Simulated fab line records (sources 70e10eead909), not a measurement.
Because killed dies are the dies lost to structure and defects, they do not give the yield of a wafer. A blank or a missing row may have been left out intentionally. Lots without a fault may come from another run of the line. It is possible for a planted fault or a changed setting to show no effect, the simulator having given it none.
Which tool is to blame?    flow nand harc    12 lots with 36 wafers sampled at 5 steps, on a route of 1159 steps

== WHAT THE GAUGES SHOWED, per wafer ==
NHARC_THIN_TSV_CD_MEAS_16.
lot   measured      on         cd nm (nm)
L655  day 20 03:23  cd sem-02  1001.1 1001.9 998.6
L656  day 19 01:16  cd sem-03  998.5 1000.7 997.9
L658  day 19 07:41  cd sem-03  1002.4 1000.2 997.3
L659  day 19 16:50  cd sem-02  1001.5 1001.9 1001.0
L662  day 20 15:06  cd sem-03  1001.0 995.9 1001.8
L663  day 20 16:21  cd sem-03  1004.4 999.6 1001.0
L664  day 20 23:56  cd sem-01  999.0 999.0 999.3
L666  day 21 00:49  cd sem-03  1002.5 1001.9 1001.2
L665  day 21 21:11  cd sem-01  1000.3 1001.1 996.7
L667  day 22 10:02  cd sem-01  1000.7 1000.2 1001.8
L670  day 22 17:03  cd sem-03  1003.0 1003.0 1002.0
L672  day 23 06:23  cd sem-01  999.8 999.1 1000.4

NHARC_END_SORT_01.
lot   measured      on         killed at array  killed at other  killed at periphery  killed dies  killed open  killed short
L670  day 23 07:30  prober-01  24 28 19         1 1 0            45 2 53              70 31 72     2 3 3        3 3 1
L672  day 23 23:44  prober-02  16 16 12         1 0 0            48 5 45              65 21 57     6 6 1        2 2 3

== WHICH TOOL RAN EACH LOT (tool, then ch and the chambers of the sampled wafers, then the start) ==
lot   NHARC_P_CONTACT_STRIP_28           NHARC_THIN_TSV_ETCH_44              NHARC_THIN_TSV_ETCH_59
L655  rie diel-04 ch 1,2,3, day 5 15:23  rie diel-04 ch 0,1,3, day 20 02:47  rie metal-03 ch 0,1, day 20 08:39
L656  rie diel-08 ch 1,2, day 6 02:08    rie diel-12 ch 1,2, day 19 00:32    rie metal-03 ch 0,1, day 19 06:22
L658  rie diel-04 ch 0,2, day 6 10:35    rie diel-04 ch 1,2, day 19 06:51    rie metal-03 ch 1, day 19 12:58
L659  rie diel-04 ch 1,2,3, day 6 11:49  rie diel-12 ch 0,1, day 19 16:07    rie metal-02 ch 0,1, day 19 22:05
L662  rie diel-08 ch 0,2, day 7 05:54    rie diel-12 ch 0,1,2, day 20 14:29  rie metal-03 ch 0,1, day 20 20:24
L663  rie diel-08 ch 0,1,2, day 7 12:41  rie diel-12 ch 0,2,3, day 20 15:44  rie metal-02 ch 0,1, day 20 21:30
L664  rie diel-04 ch 0,1,2, day 8 02:43  rie diel-04 ch 0,2,3, day 20 23:17  rie metal-03 ch 0,1, day 21 05:07
L666  rie diel-08 ch 1,2,3, day 8 10:31  rie diel-09 ch 1,2, day 21 00:02    rie metal-02 ch 0,1, day 21 06:15
L665  rie diel-08 ch 0,3, day 8 11:18    rie diel-12 ch 0,2,3, day 21 20:34  rie metal-03 ch 0, day 22 02:52
L667  rie diel-08 ch 0,1,2, day 8 22:24  rie diel-04 ch 1,2,3, day 22 09:19  rie metal-01 ch 1, day 22 15:53
L670  rie diel-08 ch 0,3, day 9 16:05    rie diel-04 ch 0,1,3, day 22 16:23  rie metal-01 ch 0,1, day 22 22:17
L672  rie diel-08 ch 1,3, day 9 21:55    rie diel-04 ch 0,1,2, day 23 05:43  rie metal-02 ch 0,1, day 23 11:51
- NHARC_P_CONTACT_STRIP_28: strips in O2.
- NHARC_THIN_TSV_ETCH_44: etches the open film in CF4/O2, target depth 1594.2 nm, time 797.1 s.
- NHARC_THIN_TSV_ETCH_59: etches the open film in Cl2/BCl3, target depth 880 nm, time 138.1 s.

== WHAT THE TOOLS THEMSELVES READ (means of the sampled wafers that have a number; where no wafer has one, the mark that the record gives instead) ==
NHARC_P_CONTACT_STRIP_28.
lot   tool         drypump motor current A (A)  oes product au (a.u.)  rf vpp V (V)  showerhead plenum p Torr (Torr)  throttle valve pct (%)
L655  rie diel-04  5.7                          0.995                  57.5          3.36                             17.037
L656  rie diel-08  6.5                          0.998                  57.8          3.48                             17.042
L658  rie diel-04  5.8                          0.996                  58.0          3.46                             17.035
L659  rie diel-04  5.7                          1.003                  56.9          3.36                             17.034
L662  rie diel-08  5.9                          1.001                  58.0          3.61                             17.027
L663  rie diel-08  6.2                          0.999                  58.0          3.55                             17.037
L664  rie diel-04  5.6                          0.996                  57.7          3.50                             17.043
L666  rie diel-08  6.2                          0.993                  58.0          3.46                             17.027
L665  rie diel-08  5.9                          1.000                  57.7          3.46                             17.034
L667  rie diel-08  6.2                          0.994                  58.0          3.55                             17.036
L670  rie diel-08  5.9                          0.997                  58.3          3.46                             17.037
L672  rie diel-08  6.2                          1.000                  57.2          3.40                             17.034

NHARC_THIN_TSV_ETCH_44.
lot   tool         bias w (W)  drypump motor current A (A)  oes product au (a.u.)  rf vpp V (V)  showerhead plenum p Torr (Torr)  throttle valve pct (%)
L655  rie diel-04  800.5       5.8                          1.004                  793           1.81                             16.919
L656  rie diel-12  799.3       5.6                          1.005                  790           1.78                             16.917
L658  rie diel-04  799.5       5.3                          0.993                  790           1.76                             16.923
L659  rie diel-12  798.1       5.7                          1.001                  791           1.79                             16.922
L662  rie diel-12  799.9       5.5                          0.993                  789           1.76                             16.908
L663  rie diel-12  799.4       5.3                          0.996                  791           1.77                             16.917
L664  rie diel-04  800.5       6.0                          1.001                  791           1.78                             16.911
L666  rie diel-09  801.2       6.0                          0.991                  791           1.78                             16.922
L665  rie diel-12  799.1       5.3                          0.993                  790           1.76                             16.923
L667  rie diel-04  798.6       5.7                          1.007                  790           1.73                             16.915
L670  rie diel-04  799.6       5.8                          1.011                  792           1.80                             16.905
L672  rie diel-04  799.0       5.6                          0.989                  792           1.80                             16.915

NHARC_THIN_TSV_ETCH_59.
lot   tool          bcl3 flow sccm (sccm)  bias w (W)  drypump motor current A (A)  oes product au (a.u.)  throttle valve pct (%)
L655  rie metal-03  30.08                  100.12      5.89                         0.993                  22.265
L656  rie metal-03  30.04                  100.05      5.99                         1.004                  22.261
L658  rie metal-03  30.15                  100.01      5.76                         0.988                  22.264
L659  rie metal-02  29.97                  100.16      6.00                         1.003                  22.264
L662  rie metal-03  30.16                  100.07      6.01                         1.006                  22.260
L663  rie metal-02  29.98                  99.93       6.00                         1.001                  22.267
L664  rie metal-03  30.03                  99.68       6.01                         1.005                  22.256
L666  rie metal-02  30.05                  99.96       6.01                         0.999                  22.260
L665  rie metal-03  30.05                  99.95       6.15                         1.010                  22.264
L667  rie metal-01  30.00                  99.73       5.71                         0.983                  22.266
L670  rie metal-01  29.99                  100.03      5.65                         0.999                  22.261
L672  rie metal-02  29.97                  100.33      5.99                         1.006                  22.267

== THE ANSWER, worked out from the rows above alone ==
Rule: usual is defined by the lots themselves. The widest of any qualifying gaps counts: lots, ordered by their means at a reading, are off when they make up no more than a third of the lots, leave a main group of 4 or more, and stand apart from it by 3 or more times the standard deviation of that group's means. The tables above print the reading to a certain number of digits; a main group whose means all agree to those digits is not used. Also off: a lot with no number at a reading for which 4 or more lots have one. Where the step has rows for the other lots, those lots are counted as sound. After the gauges, taken in route order, come the tools' own readings; for these a lot's mean is taken, as printed above. The first step at which some lot is off is used, and at that step the reading that is off furthest; a lot without a number counts as furthest.
Across all readings shown, no lot is off: no conclusion can be drawn from this.

== WHAT HAD BEEN PUT IN BY THE SIMULATOR ==
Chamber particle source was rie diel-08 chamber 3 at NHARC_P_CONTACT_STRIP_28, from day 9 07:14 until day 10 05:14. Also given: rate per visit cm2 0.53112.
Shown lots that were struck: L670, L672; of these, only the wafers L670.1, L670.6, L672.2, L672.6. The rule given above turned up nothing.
